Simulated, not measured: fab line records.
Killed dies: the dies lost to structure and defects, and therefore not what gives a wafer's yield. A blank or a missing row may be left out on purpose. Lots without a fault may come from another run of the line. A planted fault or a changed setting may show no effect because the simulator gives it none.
fab line records    flow nand_harc
record: lots: 6  wafers: 18  last_day: 24
route steps=1159 shown P_CONTACT@218
lots that met no fault: taken from a fault-free run of the same line
start_h: the number of hours between the record's first day and the start of the first shown wafer of the lot    wait_h: how many hours have passed since the lot's step before this one    " as in the row above    L1.1+2: several wafers, shown together as one row    - no value present, or no start provided    * or withheld: withheld    < > ~ a bound
route shown NAME@n: names a module that has steps shown in the file, with the first one's number in the route    usual: average and standard deviation across the fault-free wafers    same: alike in all rows    chamber/n: place in a boat    sites: the reading at each site    _std_site: the values' standard deviation    _edge_site: inner sites' mean taken away from outer sites' mean    radius_mm: for every site, how far away it sits from the centre of the wafer    mask NAME#n: copy n    behind: the last tool/chamber to shape the wafer    hold: why the lot went on hold/how many hours it stayed there/how the hold came to an end    device: names the non-switching transistor (n, p or np)    end of line: the route-end tests of the same wafers    a step given without rows: its recipe and nothing more    killed: not the wafer's yield, but the dies lost to structure and defects at the first sort    map: dies across one wafer; x = killed, . = not, _ = none there
set.NAME: the setting that was run; set.NAME@STEP: the one run at that earlier step    model.NAME: the simulator's own value behind a step, which no gauge read
lots at selected steps of the route; one table per step, one row per wafer
services: when a tool's chamber went out of use (start_h, in hours from the record's first day, below 0 if earlier), for how many hours, and the reason
== steps ==
step: NHARC_P_CONTACT_DEP_00
recipe: target_thk_a: 5000  temp_c: 400  pressure_torr: 6.5  rf_w: 900  teos_flow_sccm: 161.4  flow_sccm: 2650  target_thk_nm: 500  gas: O2  material: SiO2
usual: heater_power_outer_w: 314/48  heater_power_w: 569/75  mfc_precursor_sccm: 161.4/0.51  throttle_valve_pct: 15.9/0.52
lot.wafer  tool      chamber  start_h  wait_h  heater_power_outer_w  heater_power_w  mfc_precursor_sccm  throttle_valve_pct
L223.1     pecvd-01  1        -        -       304                   582             160.7               15.6
L223.2     "         2        "        "       203                   397             160.7               16.0
L223.6     "         0        "        "       320                   588             161.9               15.6
L225.1     pecvd-03  2        -        -       389                   683             161.6               15.5
L225.2     "         1        "        "       279                   564             162.1               15.8
L225.4     "         2        "        "       413                   678             162.4               15.3
L227.1     pecvd-01  0        -        -       358                   634             160.9               15.5
L227.5     "         1        "        "       371                   659             161.7               15.3
L227.4     "         0        "        "       247                   485             160.9               16.0
L231.1     pecvd-01  2        -        -       269                   462             161.0               15.9
L231.6     "         1        "        "       368                   684             161.3               15.6
L231.5     "         0        "        "       270                   549             161.1               15.8
L236.3     pecvd-01  1        -        -       310                   580             160.9               15.9
L236.1     "         0        "        "       328                   596             162.1               15.9
L236.6     "         1        "        "       339                   621             161.3               15.6
L245.1     pecvd-01  1        -        -       320                   588             161.0               15.4
L245.4     "         1        "        "       328                   594             161.4               15.9
L245.6     "         2        "        "       198                   362             161.5               16.4
step: NHARC_P_CONTACT_CMP_01
recipe: target_thk_nm: 200  material: SiO2
usual: motor_current_A: 13.0/1.5
lot.wafer  tool    chamber  start_h  wait_h  motor_current_A
L223.2     cmp-04  0        124.72   -       15.2
L223.1     "       2        "        "       11.4
L223.6     "       0        "        "       14.5
L225.2     cmp-02  1        134.85   -       12.9
L225.1     "       3        "        "       13.4
L225.4     "       0        "        "       11.9
L227.1     cmp-02  3        141.20   -       13.1
L227.4     "       1        "        "       11.8
L227.5     "       3        "        "       12.6
L231.1     cmp-04  1        161.74   -       14.4
L231.6     "       0        "        "       14.8
L231.5     "       1        "        "       15.3
L236.1     cmp-02  2        197.44   -       11.8
L236.3     "       3        "        "       13.0
L236.6     "       2        "        "       11.6
L245.1     cmp-04  2        252.73   -       11.3
L245.4     "       0        "        "       14.7
L245.6     "       2        "        "       10.8
step: NHARC_P_CONTACT_SRD_03
step: NHARC_P_CONTACT_DEHYDRATE_04
recipe: temp_c: 150  time_s: 120
step: NHARC_P_CONTACT_HMDS_05
recipe: time_s: 30
step: NHARC_P_CONTACT_COAT_33
recipe: temp_c: 260  time_s: 75
step: NHARC_P_CONTACT_COAT_34
recipe: temp_c: 225  time_s: 65
step: NHARC_P_CONTACT_COAT_06
recipe: spin_rpm: 1500  resist_thk_nm: 90
step: NHARC_P_CONTACT_SOFTBAKE_07
recipe: temp_c: 105  time_s: 55
step: NHARC_P_CONTACT_EBR_08
step: NHARC_P_CONTACT_EXPOSE_09
recipe: na: 1.35  target_cd_nm: 90  dose_mj: 81.26  mask_id: P_CA
step: NHARC_P_CONTACT_PEB_10
recipe: peb_temp_c: 100  peb_time_s: 65
lot.wafer   tool            chamber  start_h  wait_h
L223.1+2+6  litho_track-06  0        125.47   0.1
L225.1+2+4  litho_track-04  0        135.61   0.1
L227.1+4+5  litho_track-06  0        141.83   0.1
L231.1+5+6  litho_track-06  0        162.35   0.1
L236.1+3+6  litho_track-04  0        198.21   0.1
L245.1+4+6  litho_track-06  0        253.46   0.1
step: NHARC_P_CONTACT_DEVELOP_11
recipe: develop_time_s: 35  dev_temp_c: 23
step: NHARC_P_CONTACT_CD_MEAS_12
recipe: target_cd_nm: 90  landing_energy_ev: 500
usual: cd_nm: 90.2/0.52
lot.wafer  tool       chamber  start_h  wait_h  cd_nm
L223.1     cd_sem-01  0        125.55   -       90.2
L223.2     "          0        "        "       90.7
L223.6     "          0        "        "       89.7
L225.1     cd_sem-03  0        135.69   -       89.2
L225.2     "          0        "        "       89.3
L225.4     "          0        "        "       89.2
L227.1     cd_sem-03  0        141.91   -       91.1
L227.4     "          0        "        "       106.6
L227.5     "          0        "        "       107.0
L231.1     cd_sem-02  0        162.43   -       89.8
L231.5     "          0        "        "       106.4
L231.6     "          0        "        "       90.0
L236.1     cd_sem-03  0        198.28   -       89.8
L236.3     "          0        "        "       90.1
L236.6     "          0        "        "       90.6
L245.1     cd_sem-03  0        253.53   -       89.6
L245.4     "          0        "        "       89.2
L245.6     "          0        "        "       89.7
step: NHARC_P_CONTACT_OVL_MEAS_13
usual: overlay_x_nm: -0.1/0.66  overlay_y_nm: 0.0/0.95
lot.wafer  tool        chamber  start_h  wait_h  overlay_x_nm  overlay_y_nm
L223.1     overlay-01  -        125.64   -       0.4           1.3
L223.2     "           -        "        "       0.5           1.3
L223.6     "           -        "        "       0.1           1.1
L225.1     overlay-01  -        135.78   -       -0.3          -0.6
L225.2     "           -        "        "       -0.2          -0.5
L225.4     "           -        "        "       0.1           -0.6
L227.1     overlay-02  -        141.99   -       0.7           0.3
L227.4     "           -        "        "       0.2           0.2
L227.5     "           -        "        "       0.6           -0.2
L231.1     overlay-01  -        162.51   -       -0.9          0.2
L231.5     "           -        "        "       -0.6          0.1
L231.6     "           -        "        "       -0.8          0.0
L236.1     overlay-01  -        198.37   -       -0.4          1.1
L236.3     "           -        "        "       -0.2          1.1
L236.6     "           -        "        "       0.0           1.2
L245.1     overlay-02  -        253.62   -       -0.7          0.1
L245.4     "           -        "        "       -1.0          0.1
L245.6     "           -        "        "       -1.1          0.0
step: NHARC_P_CONTACT_INSPECT_14
usual: raw_defect_count: 4.1/2.5
lot.wafer  tool               chamber  start_h  wait_h  raw_defect_count
L223.1     defect_inspect-02  -        125.68   0.0     4
L223.2     "                  -        "        "       3
L223.6     "                  -        "        "       2
L225.1     defect_inspect-02  -        135.81   0.0     1
L225.2     "                  -        "        "       3
L225.4     "                  -        "        "       3
L227.1     defect_inspect-01  -        142.03   0.0     3
L227.4     "                  -        "        "       6
L227.5     "                  -        "        "       2
L231.1     defect_inspect-01  -        162.55   0.0     3
L231.5     "                  -        "        "       2
L231.6     "                  -        "        "       3
L236.1     defect_inspect-01  -        198.41   0.0     3
L236.3     "                  -        "        "       4
L236.6     "                  -        "        "       3
L245.1     defect_inspect-01  -        253.66   0.0     1
L245.4     "                  -        "        "       8
L245.6     "                  -        "        "       5
step: NHARC_P_CONTACT_DESCUM_17
recipe: time_s: 3  o2_flow_sccm: 200  ar_flow_sccm: 0  bias_power_w: 0  chemistry: O2
usual: drypump_motor_current_A: 5.6/0.51  oes_product_au: 0.999/0.0065  rf_vpp_V: 58.1/0.89  showerhead_plenum_p_Torr: 1.95/0.068  throttle_valve_pct: 11.312/0.0094
lot.wafer  tool         chamber  start_h  wait_h  drypump_motor_current_A  oes_product_au  rf_hours_counter_h  rf_vpp_V  showerhead_plenum_p_Torr  throttle_valve_pct  model.P_CONTACT.cd_nm
L223.2     rie_diel-03  0        125.74   0.1     6.0                      0.992           7                   59.0      1.99                      11.315              89.93
L223.1     "            1        "        "       5.9                      0.995           7                   58.8      1.90                      11.317              90.18
L223.6     "            1        "        "       5.8                      0.988           -                   58.1      1.90                      11.309              89.3
L225.4     rie_diel-04  0        135.87   0.1     5.4                      1.004           1                   59.6      2.03                      11.299              89.2
L225.2     "            1        "        "       5.2                      0.998           2                   59.1      2.05                      11.327              88.97
L225.1     "            3        "        "       6.5                      0.995           2                   58.5      1.93                      11.325              88.49
L227.1     rie_diel-03  1        142.11   0.1     5.8                      0.996           8                   58.0      1.90                      11.315              90.84
L227.4     "            3        "        "       5.0                      0.994           9                   58.7      1.89                      11.302              106.3
L227.5     "            0        "        "       6.1                      1.000           -                   58.5      1.99                      11.304              106.7
L231.1     rie_diel-04  1        162.61   0.1     5.3                      0.999           4                   57.9      2.05                      11.298              90.04
L231.5     "            1        "        "       5.3                      0.999           -                   57.6      2.05                      11.323              107
L231.6     "            2        "        "       5.3                      0.995           -                   59.4      1.92                      11.292              89.58
L236.3     rie_diel-03  3        198.47   0.1     5.0                      0.994           14                  56.7      1.89                      11.309              89.75
L236.1     "            2        "        "       5.0                      0.999           13                  58.5      1.85                      11.311              90.01
L236.6     "            3        "        "       5.0                      0.995           -                   58.2      1.89                      11.313              90.3
L245.1     rie_diel-03  2        253.72   0.1     5.0                      1.010           4                   55.9      1.85                      11.312              90.03
L245.4     "            3        "        "       5.0                      1.009           4                   58.7      1.89                      11.318              89.51
L245.6     "            2        "        "       5.0                      1.003           -                   56.9      1.85                      11.316              90.2
step: NHARC_P_CONTACT_ETCH_35
recipe: target_depth_a: 390  over_etch_frac: 0.3  time_s: 65  ion_energy_ev: 80  cf4_flow_sccm: 150  ar_flow_sccm: 0  rf_w: 300  bias_w: 100  chemistry: CF4
usual: drypump_motor_current_A: 5.5/0.49  oes_product_au: 1.000/0.0069  rf_vpp_V: 151.6/1.1  showerhead_plenum_p_Torr: 1.80/0.061  throttle_valve_pct: 13.285/0.0093
lot.wafer  tool         chamber  start_h  wait_h  drypump_motor_current_A  oes_product_au  rf_hours_counter_h  rf_vpp_V  showerhead_plenum_p_Torr  throttle_valve_pct
L223.2     rie_diel-03  2        125.82   0.1     5.0                      1.001           6                   150.5     1.72                      13.288
L223.1     "            0        "        "       6.0                      1.013           7                   152.1     1.84                      13.293
L223.6     "            2        "        "       5.0                      1.003           -                   151.1     1.72                      13.286
L225.1     rie_diel-04  2        135.96   0.1     5.3                      0.985           2                   151.7     1.78                      13.289
L225.4     "            0        "        "       5.3                      0.989           1                   153.1     1.87                      13.273
L225.2     "            1        "        "       5.3                      0.992           2                   152.9     1.88                      13.287
L227.1     rie_diel-03  2        142.19   0.1     5.0                      1.008           8                   150.9     1.72                      13.293
L227.4     "            3        "        "       5.0                      1.007           9                   151.2     1.75                      13.276
L227.5     "            2        "        "       5.1                      1.004           -                   151.3     1.72                      13.283
L231.1     rie_diel-04  2        162.72   0.1     5.3                      0.996           5                   152.3     1.78                      13.280
L231.5     "            3        "        "       6.5                      0.994           -                   151.1     1.79                      13.265
L231.6     "            0        "        "       5.3                      1.010           -                   152.5     1.87                      13.293
L236.3     rie_diel-03  1        198.56   0.1     5.8                      1.007           13                  151.3     1.75                      13.286
L236.1     "            3        "        "       5.0                      0.999           14                  151.4     1.75                      13.267
L236.6     "            2        "        "       5.0                      0.997           -                   148.7     1.71                      13.284
L245.4     rie_diel-03  1        253.81   0.1     5.9                      0.993           4                   151.0     1.75                      13.291
L245.1     "            2        "        "       5.0                      1.000           4                   150.3     1.71                      13.295
L245.6     "            1        "        "       5.9                      0.985           -                   151.4     1.75                      13.278
step: NHARC_P_CONTACT_ETCH_36
recipe: target_depth_a: 2600  over_etch_frac: 0.25  time_s: 406.25  ion_energy_ev: 200  n2_flow_sccm: 150  h2_flow_sccm: 150  ar_flow_sccm: 0  rf_w: 400  bias_w: 150  chemistry: N2/H2
usual: drypump_motor_current_A: 5.6/0.51  oes_product_au: 0.999/0.0068  rf_vpp_V: 431.4/2.1  showerhead_plenum_p_Torr: 2.07/0.074  throttle_valve_pct: 14.171/0.0092
lot.wafer  tool         chamber  start_h  wait_h  drypump_motor_current_A  oes_product_au  rf_hours_counter_h  rf_vpp_V  showerhead_plenum_p_Torr  throttle_valve_pct
L223.2     rie_diel-03  2        -        -       5.0                      1.011           6                   429.2     1.97                      14.176
L223.1     "            3        "        "       5.0                      0.999           8                   429.3     2.01                      14.165
L223.6     "            0        "        "       6.0                      1.015           -                   433.8     2.13                      14.167
L225.2     rie_diel-04  0        -        -       5.3                      0.995           2                   435.2     2.17                      14.162
L225.4     "            1        "        "       5.3                      1.004           2                   434.4     2.19                      14.163
L225.1     "            2        "        "       5.3                      0.997           2                   430.5     2.05                      14.186
L227.4     rie_diel-03  3        -        -       5.0                      1.005           9                   429.8     2.01                      14.173
L227.1     "            0        "        "       6.1                      1.003           9                   433.0     2.13                      14.166
L227.5     "            1        "        "       5.9                      1.001           -                   429.7     2.02                      14.166
L231.1     rie_diel-04  1        -        -       5.3                      0.988           4                   433.4     2.19                      14.167
L231.5     "            0        "        "       5.3                      0.986           -                   433.0     2.17                      14.148
L231.6     "            1        "        "       5.3                      0.994           -                   434.7     2.19                      14.150
L236.3     rie_diel-03  0        -        -       6.1                      1.009           13                  433.5     2.12                      14.182
L236.1     "            2        "        "       5.1                      1.003           13                  428.4     1.97                      14.159
L236.6     "            0        "        "       6.1                      1.005           -                   431.9     2.12                      14.160
L245.1     rie_diel-03  2        -        -       5.1                      1.000           4                   427.8     1.97                      14.170
L245.4     "            3        "        "       5.0                      0.997           4                   429.5     2.01                      14.166
L245.6     "            1        "        "       5.8                      0.988           -                   429.5     2.02                      14.179
step: NHARC_P_CONTACT_ETCH_18
recipe: target_depth_a: 4810  time_s: 240.5  c4f8_flow_sccm: 20  o2_flow_sccm: 10  ar_flow_sccm: withheld  rf_w: 600  bias_w: 1500  chemistry: C4F8/O2/Ar
usual: oes_product_au: 0.964/0.013  rf_vpp_V: 980/4.7
lot.wafer  tool         chamber  start_h  wait_h  oes_product_au  rf_hours_counter_h  rf_vpp_V
L223.2     rie_diel-03  2        -        -       0.981           7                   975
L223.1     "            0        "        "       0.965           8                   983
L223.6     "            3        "        "       0.963           -                   977
L225.1     rie_diel-04  0        -        -       0.964           2                   986
L225.2     "            1        "        "       0.969           2                   987
L225.4     "            2        "        "       0.979           2                   979
L227.1     rie_diel-03  3        -        -       0.977           9                   977
L227.4     "            1        "        "       0.960           9                   976
L227.5     "            3        "        "       0.974           -                   977
L231.1     rie_diel-04  2        -        -       0.957           5                   980
L231.5     "            1        "        "       0.976           -                   987
L231.6     "            2        "        "       0.964           -                   979
L236.3     rie_diel-03  1        -        -       0.947           13                  977
L236.1     "            3        "        "       0.948           14                  977
L236.6     "            0        "        "       0.946           -                   984
L245.4     rie_diel-03  0        -        -       0.957           4                   984
L245.1     "            1        "        "       0.966           5                   978
L245.6     "            3        "        "       0.955           -                   976
step: NHARC_P_CONTACT_STRIP_37
recipe: c4f8_flow_sccm: withheld  o2_flow_sccm: 8  ar_flow_sccm: withheld  bias_w: 0  chemistry: C4F8/O2/Ar
step: NHARC_P_CONTACT_ETCH_31
recipe: target_depth_a: 300  time_s: 85.7  ion_energy_ev: 120  over_etch_frac: 1  ch3f_flow_sccm: 50  o2_flow_sccm: 30  ar_flow_sccm: 200  rf_w: 500  bias_w: 100  chemistry: CH3F/O2
usual: drypump_motor_current_A: 5.6/0.5  oes_product_au: 0.983/0.01  rf_vpp_V: 244.8/1.5  showerhead_plenum_p_Torr: 2.50/0.085  throttle_valve_pct: 20.663/0.009
lot.wafer  tool         chamber  start_h  wait_h  drypump_motor_current_A  oes_product_au  rf_hours_counter_h  rf_vpp_V  showerhead_plenum_p_Torr  throttle_valve_pct  model.P_CONTACT.cd_nm
L223.1     rie_diel-03  1        -        -       5.9                      0.970           7                   243.5     2.44                      20.665              90.76
L223.2     "            0        "        "       6.1                      0.975           8                   245.9     2.56                      20.655              90.05
L223.6     "            1        "        "       5.8                      0.975           -                   243.5     2.44                      20.671              90.75
L225.2     rie_diel-04  1        -        -       5.2                      0.985           2                   247.0     2.62                      20.670              90.1
L225.1     "            2        "        "       5.3                      0.993           2                   245.5     2.47                      20.678              90.01
L225.4     "            3        "        "       6.5                      0.997           2                   244.8     2.48                      20.666              90.8
L227.4     rie_diel-03  1        -        -       5.8                      0.972           9                   243.2     2.44                      20.658              106.4
L227.1     "            0        "        "       6.1                      0.980           9                   244.9     2.56                      20.644              92.11
L227.5     "            1        "        "       5.8                      0.972           -                   243.3     2.44                      20.661              106.1
L231.1     rie_diel-04  3        -        -       6.5                      0.983           5                   245.0     2.48                      20.664              91.86
L231.5     "            3        "        "       6.5                      0.986           -                   244.0     2.48                      20.662              109.1
L231.6     "            0        "        "       5.4                      0.985           -                   245.8     2.61                      20.653              90.07
L236.3     rie_diel-03  0        -        -       6.0                      0.974           14                  245.9     2.55                      20.658              90.6
L236.1     "            3        "        "       5.0                      0.961           14                  244.5     2.43                      20.671              89.45
L236.6     "            1        "        "       5.8                      0.966           -                   244.0     2.44                      20.658              90.95
L245.4     rie_diel-03  1        -        -       5.9                      0.980           5                   243.8     2.43                      20.672              89
L245.1     "            2        "        "       5.0                      0.981           4                   242.0     2.38                      20.662              91.29
L245.6     "            3        "        "       5.0                      0.975           -                   244.5     2.42                      20.650              90.17
step: NHARC_P_CONTACT_CD_MEAS_19
usual: cd_nm: 90.6/1.2
lot.wafer  tool       chamber  start_h  wait_h  cd_nm
L223.1     cd_sem-02  -        126.61   -       90.9
L223.2     "          -        "        "       90.1
L223.6     "          -        "        "       90.3
L225.1     cd_sem-02  -        136.76   -       89.9
L225.2     "          -        "        "       90.2
L225.4     "          -        "        "       91.0
L227.1     cd_sem-01  -        142.97   -       92.2
L227.4     "          -        "        "       106.6
L227.5     "          -        "        "       106.1
L231.1     cd_sem-03  -        163.48   -       91.9
L231.5     "          -        "        "       109.0
L231.6     "          -        "        "       89.9
L236.1     cd_sem-02  -        199.34   -       89.1
L236.3     "          -        "        "       90.7
L236.6     "          -        "        "       90.7
L245.1     cd_sem-03  -        254.59   -       91.3
L245.4     "          -        "        "       88.8
L245.6     "          -        "        "       90.3
== services ==
tool            chamber  start_h  hours  kind
cmp-04          -        105.08   4.0    pm
pecvd-03        -        111.24   13.0   pm
rie_diel-04     -        111.90   9.0    pm
litho_track-06  -        117.00   7.0    pm
rie_diel-03     0        121.02   -      clean
rie_diel-03     1        121.02   -      clean
rie_diel-03     2        121.02   -      clean
rie_diel-03     3        121.02   -      clean
cmp-02          -        128.97   4.0    pm
cmp-02          -        140.09   0.9    repair
litho_track-04  -        141.00   7.0    pm
pecvd-03        2        156.12   5.9    repair
rie_diel-04     1        164.15   6.1    repair
cmp-04          -        165.70   1.1    repair
cmp-02          -        167.25   5.0    repair
rie_diel-03     -        171.30   5.9    repair
pecvd-01        0        177.41   8.9    repair
pecvd-01        1        200.39   13.5   repair
cmp-04          -        203.08   4.0    pm
rie_diel-03     -        215.52   9.0    pm
cmp-02          -        226.97   4.0    pm
pecvd-01        -        237.18   13.0   pm
cmp-02          -        245.13   10.1   repair
rie_diel-03     -        252.49   0.2    repair
== key ==
first_sign: step: NHARC_P_CONTACT_CD_MEAS_12  reading: cd_nm  direction: up  sigmas: 32  usual: 90.2  struck: 106.7
effect: step: NHARC_P_CONTACT_CD_MEAS_19  reading: cd_nm  direction: up  sigmas: 14  usual: 90.6  struck: 107.2
model_effect: step: NHARC_P_CONTACT_DESCUM_17  value: P_CONTACT.cd_nm  without: 90.14  struck: 106.7
model_effect: step: NHARC_P_CONTACT_ETCH_31  value: P_CONTACT.cd_nm  without: 90.67  struck: 107.2
met_at NHARC_P_CONTACT_PEB_10
struck_wafers L227.4,L227.5,L231.5
later_rows_left_out L227.4,L231.5
sort_left_out L227.4,L227.5,L231.5
tester_left_out L227,L231
onset_between 125.47 141.83
fault: kind: process_parameter_drift  tool: litho_track-06  chamber: -  onset_h: 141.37  steps: NHARC_P_CONTACT_PEB_10  channel: peb_time_s  offset: *  shape: step  end_h: 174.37  scope: struck_wafers_only  acts_in: *  stated: *
tester_left_out: of these lots the tester's yield and bins aren't shown, on N5 and GAA mostly nor the transistor test; their killed dies are dies lost to structure and defects alone, not to doping, threshold or leakage, so they don't give the yield
sort_left_out: the simulated sort isn't trusted on such a fault, so these wafers' sort isn't shown, and their yield isn't known
later_rows_left_out: the simulator's readings of these wafers behind a module that went badly wrong aren't trusted and aren't shown, but for the sort
